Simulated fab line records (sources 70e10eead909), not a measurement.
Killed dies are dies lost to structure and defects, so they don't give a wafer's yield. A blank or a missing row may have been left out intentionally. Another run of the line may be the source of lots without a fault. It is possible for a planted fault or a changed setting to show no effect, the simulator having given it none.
fab line records	flow nand-harc
record lots=12	wafers=36	last-day=33
route steps=1302 shown A_BLC@1124 A_M0@1137 END@1302
lots untouched by any fault: they come from a run of this same line in which no faults occurred
start-h: hours from the record's first day to the start of the lot's first wafer shown	wait-h: hours since the lot's step before	" as in the row above	L1.1+2: several wafers, shown together as one row	- either no value or no given start	* or withheld: withheld	< > ~ a bound
route shown NAME@n: names a module that has steps shown in the file, with the first one's number in the route	usual: average and standard deviation across the fault-free wafers	same: alike in all rows	chamber/n: place in a boat	sites: the reading at each site	_std_site: standard deviation of those values	_edge_site: inner sites' mean taken away from outer sites' mean	radius-mm: for every site, how far away it sits from the centre of the wafer	mask NAME#n: copy n	behind: the last tool/chamber to shape the wafer	hold: why the lot was held/for how many hours/how that ended	device: the transistor (n, p or np) that didn't switch	end of line: the tests these same wafers got at the end of their route	a step given without rows: its recipe and nothing more	killed: count of dies lost to structure and defects at first sort (not the wafer's yield)	map: a wafer's dies, marking killed ones x, the rest . and places with no die _
set.NAME: setting as actually run; set.NAME@STEP: the setting as run at that earlier step	model.NAME: the simulator's own value behind a step, which no gauge read
a sample of lots followed through the steps of the route, with each step as a table and each wafer as a row
services: a tool's chamber out of use, with start hour (start-h, from the record's first day; less than 0 if before it), hours out, and reason
## steps
# step NHARC_A_BLC_CD_MEAS_19
# usual cd-nm=99.7/1.9
lot.wafer	tool	chamber	start-h	wait-h	cd-nm
L757.1	cd-sem-01	-	505.60	-	99.4
L757.2	"	-	"	"	95.5
L757.4	"	-	"	"	95.6
L758.2	cd-sem-01	-	525.38	-	104.4
L758.5	"	-	"	"	102.8
L758.6	"	-	"	"	97.7
L759.1	cd-sem-02	-	531.78	-	100.5
L759.2	"	-	"	"	99.0
L759.5	"	-	"	"	101.1
L761.1	cd-sem-03	-	551.11	-	100.4
L761.3	"	-	"	"	102.3
L761.5	"	-	"	"	100.0
L762.2	cd-sem-02	-	567.11	-	101.1
L762.5	"	-	"	"	101.0
L762.6	"	-	"	"	103.2
L767.2	cd-sem-03	-	637.74	-	102.1
L767.3	"	-	"	"	99.8
L767.5	"	-	"	"	96.4
L772.1	cd-sem-02	-	664.26	-	100.7
L772.3	"	-	"	"	100.8
L772.6	"	-	"	"	101.6
L771.4	cd-sem-03	-	671.90	-	99.7
L771.5	"	-	"	"	98.9
L771.6	"	-	"	"	100.0
L775.1	cd-sem-03	-	710.43	-	100.2
L775.2	"	-	"	"	100.5
L775.3	"	-	"	"	101.2
L778.2	cd-sem-03	-	719.71	-	99.9
L778.3	"	-	"	"	103.6
L778.6	"	-	"	"	99.3
L780.2	cd-sem-02	-	735.85	-	97.2
L780.3	"	-	"	"	99.8
L780.6	"	-	"	"	99.4
L779.1	cd-sem-01	-	737.67	-	101.0
L779.2	"	-	"	"	101.1
L779.6	"	-	"	"	101.1
# step NHARC_A_BLC_STRIP_29
# recipe cf4-flow-sccm=150	ar-flow-sccm=0	bias-w=0	chemistry=CF4
# usual drypump-motor-current-A=5.4/0.46	oes-product-au=1.003/0.012	rf-vpp-V=59.3/0.89	showerhead-plenum-p-Torr=1.76/0.077	throttle-valve-pct=13.284/0.0092
lot.wafer	tool	chamber	start-h	wait-h	drypump-motor-current-A	oes-product-au	rf-hours-counter-h	rf-vpp-V	showerhead-plenum-p-Torr	throttle-valve-pct
L757.2	rie-diel-01	3	505.68	0.1	5.8	1.025	39	58.2	1.88	13.297
L757.1	"	0	"	"	5.4	1.008	41	58.3	1.77	13.280
L757.4	"	2	"	"	5.7	1.006	38	58.5	1.64	13.276
L758.2	rie-diel-04	0	525.48	0.1	5.8	1.013	14	58.5	1.80	13.285
L758.5	"	1	"	"	6.5	0.993	-	59.9	1.85	13.280
L758.6	"	2	"	"	5.2	0.997	-	58.5	1.70	13.287
L759.1	rie-diel-04	2	531.86	0.1	5.2	1.009	15	58.5	1.70	13.271
L759.2	"	3	"	"	5.2	1.002	14	59.8	1.85	13.284
L759.5	"	2	"	"	5.1	1.010	-	59.3	1.70	13.276
L761.1	rie-diel-10	1	551.21	0.1	5.1	1.009	8	59.5	1.68	13.287
L761.3	"	0	"	"	5.0	1.015	8	59.3	1.75	13.280
L761.5	"	1	"	"	5.2	1.004	-	60.3	1.68	13.283
L762.2	rie-diel-04	2	567.18	0.1	5.2	1.021	3	58.1	1.70	13.285
L762.6	"	2	"	"	5.2	1.026	-	57.9	1.70	13.294
L762.5	"	3	"	"	5.2	1.009	-	58.8	1.85	13.282
L767.3	rie-diel-10	1	637.83	0.1	5.1	0.999	2	59.9	1.68	13.279
L767.2	"	3	"	"	5.0	0.991	2	60.5	1.66	13.292
L767.5	"	0	"	"	5.0	1.012	-	58.7	1.75	13.275
L772.1	rie-diel-04	1	664.34	0.1	6.4	1.005	9	59.7	1.85	13.282
L772.3	"	2	"	"	5.1	1.023	12	60.0	1.70	13.272
L772.6	"	0	"	"	5.8	0.998	-	60.4	1.80	13.294
L771.4	rie-diel-04	1	671.99	0.1	6.4	1.005	11	61.3	1.85	13.290
L771.6	"	2	"	"	5.2	1.030	-	60.4	1.69	13.291
L771.5	"	3	"	"	5.2	1.011	-	60.0	1.85	13.277
L775.2	rie-diel-10	0	710.50	0.1	5.0	1.009	6	59.1	1.75	13.263
L775.3	"	1	"	"	5.1	1.010	6	58.1	1.68	13.286
L775.1	"	2	"	"	5.2	1.016	6	60.4	1.83	13.299
L778.2	rie-diel-04	1	719.78	0.1	6.5	0.994	0	60.7	1.85	13.287
L778.3	"	3	"	"	5.2	0.999	0	59.4	1.85	13.267
L778.6	"	2	"	"	5.2	1.005	-	56.7	1.69	13.280
L780.2	rie-diel-10	3	735.92	0.1	5.0	0.982	7	59.4	1.65	13.297
L780.3	"	0	"	"	5.0	1.011	7	59.0	1.74	13.280
L780.6	"	0	"	"	5.0	1.007	-	57.7	1.74	13.279
L779.2	rie-diel-10	0	737.75	0.1	5.0	1.010	7	59.0	1.74	13.287
L779.1	"	3	"	"	5.1	0.983	7	58.0	1.65	13.296
L779.6	"	0	"	"	5.0	1.011	-	58.3	1.74	13.282
# step NHARC_A_M0_DEP_00
# recipe target-thk-a=1500	target-thk-nm=150	temp-c=withheld	pressure-torr=5	flow-sccm=200	rf-w=600	material=SiOC
lot.wafer	tool	chamber	start-h	wait-h
L757.2+1+4	pecvd-02	2,1,1	507.65	0.1
L758.2+6+5	pecvd-03	1,1,2	527.45	0.1
L759.2+1+5	pecvd-02	0,1,2	533.91	0.1
L761.3+1+5	pecvd-02	1,2,1	553.23	0.1
L762.2+5+6	pecvd-03	1,2,0	569.58	0.5
L767.2+3+5	pecvd-02	0,1,0	639.81	0.1
L772.1+3+6	pecvd-04	0,1,0	666.34	0.1
L771.6+4+5	pecvd-02	2,0,1	674.10	0.2
L775.3+1+2	pecvd-04	0,1,2	712.49	0.1
L778.3+2+6	pecvd-04	2,1,2	721.88	0.1
L780.2+3+6	pecvd-02	2,0,2	737.98	0.1
L779.2+1+6	pecvd-04	0,1,1	739.77	0.1
# step NHARC_A_M0_CD_MEAS_09
# recipe target-cd-nm=80	landing-energy-ev=500
# usual cd-nm=80.3/0.77
lot.wafer	tool	chamber	start-h	wait-h	cd-nm
L757.1	cd-sem-02	0	508.49	-	80.7
L757.2	"	0	"	"	80.7
L757.4	"	0	"	"	80.0
L758.2	cd-sem-03	0	528.29	-	80.4
L758.5	"	0	"	"	82.0
L758.6	"	0	"	"	80.3
L759.1	cd-sem-02	0	534.70	-	80.2
L759.2	"	0	"	"	80.1
L759.5	"	0	"	"	80.0
L761.1	cd-sem-03	0	554.01	-	80.2
L761.3	"	0	"	"	79.2
L761.5	"	0	"	"	79.2
L762.2	cd-sem-03	0	570.42	-	80.7
L762.5	"	0	"	"	79.9
L762.6	"	0	"	"	81.0
L767.2	cd-sem-01	0	640.52	-	80.5
L767.3	"	0	"	"	80.1
L767.5	"	0	"	"	79.9
L772.1	cd-sem-02	0	667.05	-	81.8
L772.3	"	0	"	"	81.3
L772.6	"	0	"	"	80.8
L771.4	cd-sem-03	0	674.68	-	80.0
L771.5	"	0	"	"	80.4
L771.6	"	0	"	"	79.6
L775.1	cd-sem-02	0	713.20	-	80.1
L775.2	"	0	"	"	79.9
L775.3	"	0	"	"	80.4
L778.2	cd-sem-03	0	722.72	-	80.1
L778.3	"	0	"	"	79.7
L778.6	"	0	"	"	79.6
L780.2	cd-sem-01	0	738.77	-	79.5
L780.3	"	0	"	"	78.8
L780.6	"	0	"	"	79.4
L779.1	cd-sem-03	0	740.60	-	79.5
L779.2	"	0	"	"	79.5
L779.6	"	0	"	"	80.3
# step NHARC_A_M0_INSPECT_11
# usual raw-defect-count=82/40
lot.wafer	tool	chamber	start-h	wait-h	hold	raw-defect-count
L757.1	defect-inspect-01	-	508.61	0.0	-	57
L757.2	"	-	"	"	-	68
L757.4	"	-	"	"	-	72
L758.2	defect-inspect-02	-	528.41	0.0	-	110
L758.5	"	-	"	"	-	126
L758.6	"	-	"	"	-	86
L759.1	defect-inspect-01	-	534.83	0.0	-	96
L759.2	"	-	"	"	-	88
L759.5	"	-	"	"	-	97
L761.1	defect-inspect-01	-	554.13	0.0	-	108
L761.3	"	-	"	"	-	113
L761.5	"	-	"	"	-	103
L762.2	defect-inspect-01	-	570.56	0.0	-	172
L762.5	"	-	"	"	-	177
L762.6	"	-	"	"	-	143
L767.2	defect-inspect-01	-	640.64	0.0	await-dispo/0.2h/release	451
L767.3	"	-	"	"	await-dispo/0.2h/release	403
L767.5	"	-	"	"	await-dispo/0.2h/release	473
L767.2	defect-inspect-01	-	640.81	0.2	-	452
L767.3	"	-	"	"	-	405
L767.5	"	-	"	"	-	478
L772.1	defect-inspect-02	-	667.18	0.0	-	114
L772.3	"	-	"	"	-	113
L772.6	"	-	"	"	-	124
L771.4	defect-inspect-02	-	674.79	0.0	await-dispo/0.2h/release	460
L771.5	"	-	"	"	await-dispo/0.2h/release	502
L771.6	"	-	"	"	await-dispo/0.2h/release	420
L771.4	defect-inspect-02	-	674.97	0.2	-	453
L771.5	"	-	"	"	-	500
L771.6	"	-	"	"	-	435
L775.1	defect-inspect-02	-	713.32	0.0	-	56
L775.2	"	-	"	"	-	67
L775.3	"	-	"	"	-	61
L778.2	defect-inspect-01	-	722.86	0.0	-	42
L778.3	"	-	"	"	-	44
L778.6	"	-	"	"	-	44
L780.2	defect-inspect-02	-	738.89	0.0	-	151
L780.3	"	-	"	"	-	133
L780.6	"	-	"	"	-	129
L779.1	defect-inspect-01	-	740.72	0.0	-	24
L779.2	"	-	"	"	-	17
L779.6	"	-	"	"	-	15
# step NHARC_END_SORT_01
# recipe temp-c=25
# usual defect-limited-yield=91.1/2.9	killed-at-array=55/20	killed-at-other=1.1/1.2	killed-at-periphery=3.8/2.8	killed-dies=60/19	killed-open=3.4/1.9	killed-short=2.2/1.5
# same gross-dies=677
lot.wafer	tool	chamber	start-h	wait-h	defect-limited-yield[%]	killed-at-array	killed-at-other	killed-at-periphery	killed-dies	killed-open	killed-short
L757.1	prober-01	0	547.17	2.5	93.4	40	1	4	45	4	2
L757.2	prober-01	0	547.98	2.8	91.3	55	2	2	59	2	3
L757.4	prober-01	0	549.58	3.4	92.5	46	2	3	51	2	2
L758.2	prober-02	0	569.01	2.8	88.8	72	1	3	76	4	2
L758.5	prober-02	0	571.40	3.7	89.7	65	1	4	70	2	0
L758.6	prober-02	0	572.20	4.0	91.7	47	1	8	56	2	1
L759.1	prober-02	0	575.99	2.5	89.4	68	1	3	72	0	6
L759.2	prober-02	0	576.80	2.8	89.4	69	0	3	72	4	1
L759.5	prober-02	0	579.23	3.7	87.7	78	1	4	83	4	5
L761.1	prober-01	0	592.27	2.5	90.4	61	0	4	65	3	3
L761.3	prober-01	0	593.89	3.1	89.2	70	0	3	73	3	3
L761.5	prober-01	0	595.51	3.7	90.8	61	0	1	62	3	1
L762.2	prober-02	0	609.75	2.8	84.9	100	1	1	102	0	0
L762.5	prober-02	0	612.16	3.7	87.6	83	1	0	84	1	2
L762.6	prober-02	0	612.96	4.0	87.3	84	1	1	86	2	6
L767.2	prober-02	0	683.77	2.8	82.0	117	0	5	122	4	2
L767.3	prober-02	0	684.58	3.1	84.8	99	1	3	103	4	0
L767.5	prober-02	0	686.20	3.7	80.2	129	0	5	134	5	3
L772.1	prober-02	0	705.32	2.5	87.7	79	0	4	83	4	2
L772.3	prober-02	0	706.92	3.1	88.0	75	0	6	81	3	0
L772.6	prober-02	0	709.32	4.0	88.0	81	0	0	81	1	2
L771.4	prober-02	0	729.18	3.4	79.9	127	1	8	136	2	3
L771.5	prober-02	0	729.98	3.7	82.1	120	0	1	121	0	4
L771.6	prober-02	0	730.79	4.0	81.8	116	5	2	123	0	2
L775.1	prober-01	0	759.72	2.5	92.6	46	2	2	50	3	3
L775.2	prober-01	0	760.52	2.8	90.8	59	1	2	62	5	2
L775.3	prober-01	0	761.33	3.1	92.3	46	0	6	52	3	1
L778.2	prober-02	0	767.84	2.8	93.5	36	0	8	44	2	0
L778.3	prober-02	0	768.64	3.1	93.8	40	0	2	42	6	2
L778.6	prober-02	0	771.06	4.0	92.5	46	0	5	51	5	3
L779.1	prober-02	0	781.25	2.5	94.8	29	1	5	35	7	3
L779.2	prober-02	0	782.05	2.8	96.5	20	0	4	24	3	4
L779.6	prober-02	0	785.24	4.0	97.0	17	1	2	20	5	2
L780.2	prober-01	0	781.38	2.8	89.4	66	5	1	72	5	3
L780.3	prober-01	0	782.18	3.1	90.0	64	2	2	68	3	3
L780.6	prober-01	0	784.57	4.0	90.3	63	3	0	66	2	0
# killed by level:class
L757.1 A_CHANNEL_HOLE_D1:chamber-film-flake=27 A_CHANNEL_HOLE_D2:chamber-film-flake=5 A_CHANNEL_FILL_D2:chamber-film-flake=2 A_STAIRCASE:chamber-film-flake=2 P_STI:geometric-particle:short=1 P_M0:geometric-particle:open=1 P_M0:geometric-particle:short=1 A_SOURCE_PLATE:geometric-particle:open=1
L757.2 A_CHANNEL_HOLE_D1:chamber-film-flake=34 A_CHANNEL_HOLE_D2:chamber-film-flake=6 A_CONTACT:chamber-film-flake=6 A_CHANNEL_FILL_D1:geometric-particle:short=2 THIN_TSV:chamber-film-flake=2 A_CHANNEL_FILL_D2:chamber-film-flake=2 A_WL_FILL:chamber-film-flake=2 A_ONON_D2:geometric-particle:open=1
L757.4 A_CHANNEL_HOLE_D1:chamber-film-flake=26 A_CONTACT:chamber-film-flake=6 A_CHANNEL_HOLE_D2:chamber-film-flake=4 P_CONTACT:chamber-film-flake=2 A_CHANNEL_FILL_D2:chamber-film-flake=2 A_STAIRCASE:chamber-film-flake=2 THIN_TSV:chamber-film-flake=2 P_M2:geometric-particle:open=1
L758.2 A_CHANNEL_HOLE_D1:chamber-film-flake=33 A_CHANNEL_HOLE_D2:chamber-film-flake=25 A_STAIRCASE:chamber-film-flake=3 A_CONTACT:chamber-film-flake=3 P_ZERO_WELL:chamber-film-flake=2 A_SOURCE_PLATE:geometric-particle:open=1 A_ONON_D1:geometric-particle:open=1 A_CHANNEL_FILL_D1:geometric-particle:short=1
L758.5 A_CHANNEL_HOLE_D1:chamber-film-flake=32 A_CHANNEL_HOLE_D2:chamber-film-flake=20 P_STI:chamber-film-flake=3 A_M1:chamber-film-flake=3 A_CONTACT:chamber-film-flake=2 A_M0:chamber-film-flake=2 A_DECK1_JOINT:geometric-particle:open=1 A_CHANNEL_FILL_D2:geometric-particle:open=1
L758.6 A_CHANNEL_HOLE_D1:chamber-film-flake=22 A_CHANNEL_HOLE_D2:chamber-film-flake=14 P_ZERO_WELL:chamber-film-flake=5 P_GATE:chamber-film-flake=3 A_STAIRCASE:chamber-film-flake=2 A_WL_FILL:chamber-film-flake=2 A_M1:chamber-film-flake=2 A_CHANNEL_FILL_D1:geometric-particle:short=1
L759.1 A_CHANNEL_HOLE_D2:chamber-film-flake=28 A_SLIT:chamber-film-flake=25 A_CHANNEL_HOLE_D1:chamber-film-flake=3 P_GATE:chamber-film-flake=3 A_CHANNEL_FILL_D1:chamber-film-flake=3 A_DECK1_JOINT:geometric-particle:short=2 A_SGD_CUT:geometric-particle:short=2 A_CONTACT:chamber-film-flake=2
L759.2 A_CHANNEL_HOLE_D2:chamber-film-flake=30 A_SLIT:chamber-film-flake=26 A_SGD_CUT:geometric-particle:open=2 P_GATE:chamber-film-flake=2 A_ZERO_WELL:chamber-film-flake=2 A_CHANNEL_HOLE_D1:chamber-film-flake=2 A_STAIRCASE:chamber-film-flake=2 A_CONTACT:chamber-film-flake=2
L759.5 A_CHANNEL_HOLE_D2:chamber-film-flake=34 A_SLIT:chamber-film-flake=23 A_SGD_CUT:chamber-film-flake=3 A_CONTACT:chamber-film-flake=3 P_STI:chamber-film-flake=2 A_CHANNEL_HOLE_D1:chamber-film-flake=2 A_DECK1_JOINT:chamber-film-flake=2 P_GATE:geometric-particle:open=1
L761.1 A_CHANNEL_HOLE_D1:chamber-film-flake=23 A_CHANNEL_HOLE_D2:chamber-film-flake=18 A_STAIRCASE:chamber-film-flake=5 A_CONTACT:chamber-film-flake=4 A_M0:chamber-film-flake=4 A_WL_FILL:geometric-particle:short=2 P_STI:chamber-film-flake=2 A_CHANNEL_FILL_D1:chamber-film-flake=2
L761.3 A_CHANNEL_HOLE_D2:chamber-film-flake=27 A_CHANNEL_HOLE_D1:chamber-film-flake=23 A_STAIRCASE:chamber-film-flake=9 A_CHANNEL_FILL_D2:geometric-particle:open=2 A_WL_FILL:geometric-particle:short=2 P_ZERO_WELL:chamber-film-flake=2 A_CONTACT:chamber-film-flake=2 A_M0:chamber-film-flake=2
L761.5 A_CHANNEL_HOLE_D1:chamber-film-flake=23 A_CHANNEL_HOLE_D2:chamber-film-flake=17 A_STAIRCASE:chamber-film-flake=9 A_CONTACT:chamber-film-flake=3 A_CHANNEL_FILL_D1:chamber-film-flake=2 A_M0:chamber-film-flake=2 A_ONON_D1:geometric-particle:open=1 A_CHANNEL_FILL_D1:geometric-particle:open=1
L762.2 A_SLIT:chamber-film-flake=33 A_CHANNEL_HOLE_D2:chamber-film-flake=32 A_CHANNEL_HOLE_D1:chamber-film-flake=30 A_STAIRCASE:chamber-film-flake=5 P_BONDPAD:chamber-film-flake=1 THIN_TSV:chamber-film-flake=1
L762.5 A_SLIT:chamber-film-flake=31 A_CHANNEL_HOLE_D1:chamber-film-flake=22 A_CHANNEL_HOLE_D2:chamber-film-flake=21 A_STAIRCASE:chamber-film-flake=5 A_ONON_D1:geometric-particle:open=1 A_STAIRCASE:geometric-particle:short=1 A_WL_FILL:geometric-particle:short=1 A_WL_FILL:chamber-film-flake=1
L762.6 A_CHANNEL_HOLE_D2:chamber-film-flake=27 A_SLIT:chamber-film-flake=26 A_CHANNEL_HOLE_D1:chamber-film-flake=20 A_STAIRCASE:chamber-film-flake=3 A_SGD_CUT:geometric-particle:short=2 A_WL_FILL:geometric-particle:short=2 P_CONTACT:geometric-particle:open=1 A_SOURCE_PLATE:geometric-particle:short=1
L767.2 A_M0:unspecified=81 A_CHANNEL_HOLE_D2:chamber-film-flake=13 A_CHANNEL_HOLE_D1:chamber-film-flake=6 A_STAIRCASE:chamber-film-flake=6 A_CONTACT:chamber-film-flake=4 P_GATE:chamber-film-flake=3 A_SLIT:chamber-film-flake=2 P_STI:geometric-particle:open=1
L767.3 A_M0:unspecified=69 A_CHANNEL_HOLE_D2:chamber-film-flake=16 A_CONTACT:chamber-film-flake=4 P_GATE:chamber-film-flake=2 A_CHANNEL_HOLE_D1:chamber-film-flake=2 A_STAIRCASE:chamber-film-flake=2 A_WL_FILL:chamber-film-flake=2 P_M0:geometric-particle:open=1
L767.5 A_M0:unspecified=84 A_CHANNEL_HOLE_D2:chamber-film-flake=14 A_CHANNEL_HOLE_D1:chamber-film-flake=5 A_SLIT:chamber-film-flake=5 A_BONDPAD:chamber-film-flake=5 A_ONON_D2:geometric-particle:open=3 P_GATE:chamber-film-flake=3 A_STAIRCASE:chamber-film-flake=3
L772.1 A_SLIT:chamber-film-flake=36 A_CHANNEL_HOLE_D1:chamber-film-flake=32 A_DECK1_JOINT:geometric-particle:open=2 P_GATE:chamber-film-flake=2 A_DECK1_JOINT:chamber-film-flake=2 A_CONTACT:chamber-film-flake=2 P_M0:geometric-particle:open=1 A_CHANNEL_FILL_D1:geometric-particle:short=1
L772.3 A_CHANNEL_HOLE_D1:chamber-film-flake=38 A_SLIT:chamber-film-flake=29 P_GATE:chamber-film-flake=4 A_STAIRCASE:chamber-film-flake=3 A_CHANNEL_FILL_D1:chamber-film-flake=2 A_DECK1_JOINT:chamber-film-flake=2 P_GATE:geometric-particle:open=1 P_CONTACT:geometric-particle:open=1
L772.6 A_SLIT:chamber-film-flake=36 A_CHANNEL_HOLE_D1:chamber-film-flake=36 A_CONTACT:chamber-film-flake=2 A_CHANNEL_FILL_D1:geometric-particle:short=1 A_CHANNEL_FILL_D1:geometric-particle:open=1 A_ONON_D2:geometric-particle:short=1 A_ZERO_WELL:chamber-film-flake=1 A_DECK1_JOINT:chamber-film-flake=1
L771.4 A_M0:unspecified=75 A_CHANNEL_HOLE_D1:chamber-film-flake=39 P_STI:chamber-film-flake=4 A_SLIT:chamber-film-flake=4 A_CONTACT:chamber-film-flake=2 P_M1:geometric-particle:open=1 A_ONON_D1:geometric-particle:open=1 A_ONON_D1:geometric-particle:short=1
L771.5 A_M0:unspecified=77 A_CHANNEL_HOLE_D1:chamber-film-flake=28 A_DECK1_JOINT:chamber-film-flake=4 A_SLIT:chamber-film-flake=3 A_CONTACT:chamber-film-flake=3 A_DECK1_JOINT:geometric-particle:short=2 A_ONON_D2:geometric-particle:short=1 A_WL_FILL:geometric-particle:short=1
L771.6 A_M0:unspecified=78 A_CHANNEL_HOLE_D1:chamber-film-flake=33 THIN_TSV:chamber-film-flake=5 A_SLIT:chamber-film-flake=2 A_CHANNEL_FILL_D1:geometric-particle:short=1 A_WL_FILL:geometric-particle:short=1 P_GATE:chamber-film-flake=1 P_M1:chamber-film-flake=1
L775.1 A_CHANNEL_HOLE_D2:chamber-film-flake=23 A_CHANNEL_HOLE_D1:chamber-film-flake=8 A_SLIT:chamber-film-flake=5 A_CONTACT:chamber-film-flake=4 A_CHANNEL_FILL_D2:geometric-particle:short=2 THIN_TSV:chamber-film-flake=2 P_M0:geometric-particle:open=1 A_ONON_D2:geometric-particle:short=1
L775.2 A_CHANNEL_HOLE_D2:chamber-film-flake=26 A_CHANNEL_HOLE_D1:chamber-film-flake=9 A_SLIT:chamber-film-flake=6 A_STAIRCASE:chamber-film-flake=4 A_ZERO_WELL:chamber-film-flake=2 A_CHANNEL_FILL_D2:chamber-film-flake=2 A_WL_FILL:chamber-film-flake=2 A_CONTACT:chamber-film-flake=2
L775.3 A_CHANNEL_HOLE_D2:chamber-film-flake=21 A_CHANNEL_HOLE_D1:chamber-film-flake=9 A_SLIT:chamber-film-flake=6 P_GATE:chamber-film-flake=4 A_CONTACT:chamber-film-flake=4 A_ZERO_WELL:chamber-film-flake=2 P_CONTACT:geometric-particle:short=1 A_CHANNEL_HOLE_D2:geometric-particle:open=1
L778.2 A_CHANNEL_HOLE_D1:chamber-film-flake=13 A_SLIT:chamber-film-flake=8 P_STI:chamber-film-flake=7 A_CONTACT:chamber-film-flake=5 A_STAIRCASE:chamber-film-flake=4 A_WL_FILL:chamber-film-flake=2 A_CHANNEL_FILL_D1:geometric-particle:open=1 A_DECK1_JOINT:geometric-particle:open=1
L778.3 A_CHANNEL_HOLE_D1:chamber-film-flake=14 A_CONTACT:chamber-film-flake=9 A_STAIRCASE:chamber-film-flake=3 A_SLIT:chamber-film-flake=3 A_BLC:chamber-film-flake=3 P_STI:chamber-film-flake=2 A_CHANNEL_FILL_D1:geometric-particle:short=1 A_CHANNEL_FILL_D1:geometric-particle:open=1
L778.6 A_CHANNEL_HOLE_D1:chamber-film-flake=18 A_STAIRCASE:chamber-film-flake=7 A_CONTACT:chamber-film-flake=6 A_SLIT:chamber-film-flake=5 P_STI:chamber-film-flake=3 P_M0:geometric-particle:open=2 A_CHANNEL_HOLE_D2:chamber-film-flake=2 A_BLC:chamber-film-flake=2
L779.1 A_SLIT:chamber-film-flake=11 A_STAIRCASE:chamber-film-flake=4 A_CHANNEL_HOLE_D1:chamber-film-flake=3 A_WL_FILL:chamber-film-flake=2 A_CONTACT:chamber-film-flake=2 P_GATE:geometric-particle:open=1 P_CONTACT:geometric-particle:open=1 P_M1:geometric-particle:open=1
L780.2 A_CHANNEL_HOLE_D2:chamber-film-flake=19 A_CHANNEL_HOLE_D1:chamber-film-flake=15 A_SLIT:chamber-film-flake=14 THIN_TSV:chamber-film-flake=5 A_STAIRCASE:chamber-film-flake=5 A_CONTACT:chamber-film-flake=5 P_STI:geometric-particle:short=1 A_ONON_D1:geometric-particle:open=1
L779.2 A_SLIT:chamber-film-flake=8 A_CONTACT:chamber-film-flake=3 P_BONDPAD:chamber-film-flake=2 A_STAIRCASE:chamber-film-flake=2 P_M1:geometric-particle:short=1 P_M2:geometric-particle:open=1 A_ONON_D1:geometric-particle:short=1 A_ONON_D2:geometric-particle:short=1
L780.3 A_SLIT:chamber-film-flake=22 A_CHANNEL_HOLE_D1:chamber-film-flake=12 A_CHANNEL_HOLE_D2:chamber-film-flake=10 A_CONTACT:chamber-film-flake=8 A_STAIRCASE:chamber-film-flake=4 A_WL_FILL:geometric-particle:short=2 A_DECK1_JOINT:chamber-film-flake=2 THIN_TSV:chamber-film-flake=2
L780.6 A_CHANNEL_HOLE_D2:chamber-film-flake=22 A_SLIT:chamber-film-flake=21 A_CHANNEL_HOLE_D1:chamber-film-flake=12 A_CONTACT:chamber-film-flake=4 THIN_TSV:chamber-film-flake=3 A_CHANNEL_FILL_D2:geometric-particle:open=1 A_BLC:geometric-particle:open=1 A_CHANNEL_FILL_D1:chamber-film-flake=1
L779.6 A_SLIT:chamber-film-flake=6 A_CHANNEL_FILL_D1:chamber-film-flake=2 P_CONTACT:geometric-particle:open=1 A_ONON_D1:geometric-particle:short=1 A_ONON_D1:geometric-particle:open=1 A_CHANNEL_FILL_D2:geometric-particle:open=1 A_CHANNEL_FILL_D2:geometric-particle:short=1 A_WL_FILL:geometric-particle:open=1
## services
tool	chamber	start-h	hours	kind
rie-diel-04	0	486.64	-	clean
rie-diel-04	1	486.64	-	clean
rie-diel-04	2	486.64	-	clean
rie-diel-04	3	486.64	-	clean
pecvd-03	2	500.39	11.2	repair
rie-diel-01	0	510.51	23.1	repair
rie-diel-01	1	511.08	4.7	repair
rie-diel-04	1	545.01	15.0	repair
pecvd-03	-	547.00	13.0	pm
rie-diel-01	-	558.68	9.0	pm
pecvd-02	-	589.05	13.0	pm
rie-diel-04	1	593.36	8.4	repair
rie-diel-10	-	596.56	9.0	pm
rie-diel-01	3	615.78	5.5	repair
pecvd-02	-	631.61	0.8	repair
pecvd-04	-	631.63	13.0	pm
rie-diel-10	2	641.59	12.1	repair
pecvd-02	0	646.26	17.9	repair
pecvd-03	-	672.66	1.4	repair
rie-diel-01	2	687.97	4.4	repair
rie-diel-04	-	708.92	9.0	pm
rie-diel-10	1	715.74	32.8	repair
pecvd-03	-	728.00	13.0	pm
rie-diel-01	-	735.69	9.0	pm
## key
first-sign step=NHARC_A_M0_INSPECT_11	reading=visit	direction=added
effect step=NHARC_A_M0_INSPECT_11	reading=raw-defect-count	direction=up	sigmas=9.2	usual=82	struck=452
effect step=NHARC_END_SORT_01	reading=killed-dies	direction=up	sigmas=3.2	usual=60	struck=123
more-kills-born-at NHARC_A_M0_DEP_00@pecvd-02=464
met-at NHARC_A_M0_DEP_00
struck-lots L767,L771
not-acting-at NHARC_A_BLC_CD_MEAS_19,NHARC_A_BLC_STRIP_29,NHARC_A_M0_CD_MEAS_09
onset-between 553.23 639.81
fault kind=chamber-particle-source	tool=pecvd-02	chamber=-	onset-h=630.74	steps=NHARC_A_M0_DEP_00	rate-per-visit-cm2=0.62651	end-h=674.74
